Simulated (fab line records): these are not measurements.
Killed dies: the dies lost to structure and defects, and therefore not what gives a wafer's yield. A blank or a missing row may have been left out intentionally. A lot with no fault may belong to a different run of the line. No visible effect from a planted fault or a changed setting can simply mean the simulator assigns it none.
Split-lot experiment -- flow n5-finfet -- 21 wafers read from 7 lots, route of 1938 steps

THE SPLIT
At N5_BEOL_M2_COAT_67 (time 60 s, resist thk 60 nm), the setting spin-rpm was moved away from the recipe's 1500 rpm on 8 of the 21 wafers read, by -10.4% to +4.7%. The other wafers ran this setting at the recipe's value.

FROM THE SPLIT TO THE READING: what the file shows between them, 8 steps
- N5_BEOL_M2_DESCUM_33: chemistry O2, time 7 s (also split here: time-s)
- N5_BEOL_M2_ETCH_77: etches underlayer in N2/H2, target depth 6.5 nm, time 5.2 s
- N5_BEOL_M2_ETCH_69: etches SiARC in CF4, target depth 15.6 nm, time 26 s
- N5_BEOL_M2_ALD_98: deposits SiO2, target thk 2.5 nm, pulse time 1 s, co reactant pulse time 1 s
- N5_BEOL_M2_ETCHBACK_99: etches SiO2 in CHF3, target depth 5 nm, time 10.4 s
- N5_BEOL_M2_ETCH_70: etches SOC in N2/H2, target depth 80 nm, overetch 24 nm, time 130 s
- N5_BEOL_M2_STRIP_71: strips in N2/H2
- N5_BEOL_M2_STRIP_78: strips in N2/H2

THE READING
SOC_of_BEOL_M2_COAT_67.thk-nm (the simulator's own value, which no gauge read), in nm, at N5_BEOL_M2_VIA_ETCH_34 (etches the open film in C4F6/O2, target depth 69.4 nm, time 65.9 s). The file gives no usual value for it. Average 52.4 nm, standard deviation 0.31 nm, over the 13 wafers here run with the recipe.

wafer,"tool, chamber at the split","spin-rpm as run, rpm",against the recipe,"SOC_of_BEOL_M2_COAT_67.thk-nm, nm",against lot-mates on the recipe
L075.3,"litho-track-01, 0",1500,recipe,52.2,-
L075.4,"litho-track-01, 0",1500,recipe,52.2,-
L075.6,"litho-track-01, 0",1344,-10.4%,55.6,+3.4
L078.3,"litho-track-04, 0",1500,recipe,52.2,-
L078.4,"litho-track-04, 0",1439,-4.1%,53.2,+1.0
L078.6,"litho-track-04, 0",1439,-4.1%,53.2,+1.0
L080.1,"litho-track-02, 0",1500,recipe,52.2,-
L080.2,"litho-track-02, 0",1500,recipe,52.2,-
L080.4,"litho-track-02, 0",1434,-4.4%,53.6,+1.4
L079.3,"litho-track-02, 0",1452,-3.2%,53.2,+1.2
L079.4,"litho-track-02, 0",1452,-3.2%,52.8,+0.8
L079.6,"litho-track-02, 0",1500,recipe,52,-
L086.2,"litho-track-01, 0",1500,recipe,52.8,-
L086.3,"litho-track-01, 0",1500,recipe,52.4,-
L086.5,"litho-track-01, 0",1500,recipe,52.6,-
L090.1,"litho-track-01, 0",1500,recipe,52.8,-
L090.4,"litho-track-01, 0",1500,recipe,52.8,-
L090.6,"litho-track-01, 0",1500,recipe,53,-
L093.1,"litho-track-01, 0",1570,+4.7%,51,-1.4
L093.6,"litho-track-01, 0",1570,+4.7%,51,-1.4
L093.2,"litho-track-01, 0",1500,recipe,52.4,-

THE FIT
A straight line over all 21 wafers: SOC_of_BEOL_M2_COAT_67.thk-nm changes by -0.278 nm for each +1% of spin-rpm; r = -0.95; the points scatter about the line by 0.31 nm.
The same after taking each lot's own level away (the mean of its wafers on the recipe; 21 wafers): -0.308 nm for each +1%; r = -0.99; scatter 0.14 nm.
On that fit, the largest move of spin-rpm shifts the reading by 3.2 nm.
Across the lots, their own levels run from 52.00 to 52.87 nm, a range of 2.8 times the standard deviation given above.
The two slopes agree, so the slope changes little with the lot-to-lot level.
Check: for one of the wafers moved furthest among these (-10.4%), held out of the fit, the line's prediction against its lot-mates is +3.01 nm. It came out at +3.4 nm against them.

OTHER SPLITS APPLIED TO THESE WAFERS
Other splits were also applied to these wafers ahead of the reading. Each is held against what the fit with the lots' levels taken away leaves over:
other split on the same wafers,wafers away from the commonest value,r with SOC_of_BEOL_M2_COAT_67.thk-nm (lot level and that fit taken away)
N5_BEOL_M1_COAT_76 spin-rpm,5,-0.23
N5_BEOL_M1_TRENCH_ETCH_37 time-s,8,+0.42
N5_BEOL_M2_DESCUM_33 time-s,8,-0.04

THE WHOLE CHAIN: every reading that the file lists as answering this split, in the file's order
step,what it does,reading,change (the file's fit),r (the file's)
N5_BEOL_M2_COAT_67,"time 60 s, resist thk 60 nm","SOC_of_BEOL_M2_COAT_67.thk-nm (the simulator's own value, which no gauge read)",-0.319 nm for each +1% of the setting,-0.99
N5_BEOL_M2_ETCH_70,"etches SOC in N2/H2, target depth 80 nm, overetch 24 nm, time 130 s","etch.depth-nm (the simulator's own value, which no gauge read)",-0.315 nm for each +1% of the setting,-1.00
N5_BEOL_M2_VIA_ETCH_34,"etches the open film in C4F6/O2, target depth 69.4 nm, time 65.9 s","SOC_of_BEOL_M2_COAT_67.thk-nm (the simulator's own value, which no gauge read)",-0.314 nm for each +1% of the setting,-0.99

THE FILE'S OWN FIT
SOC_of_BEOL_M2_COAT_67.thk-nm changes by -0.314 nm for each +1% of spin-rpm, r = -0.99.
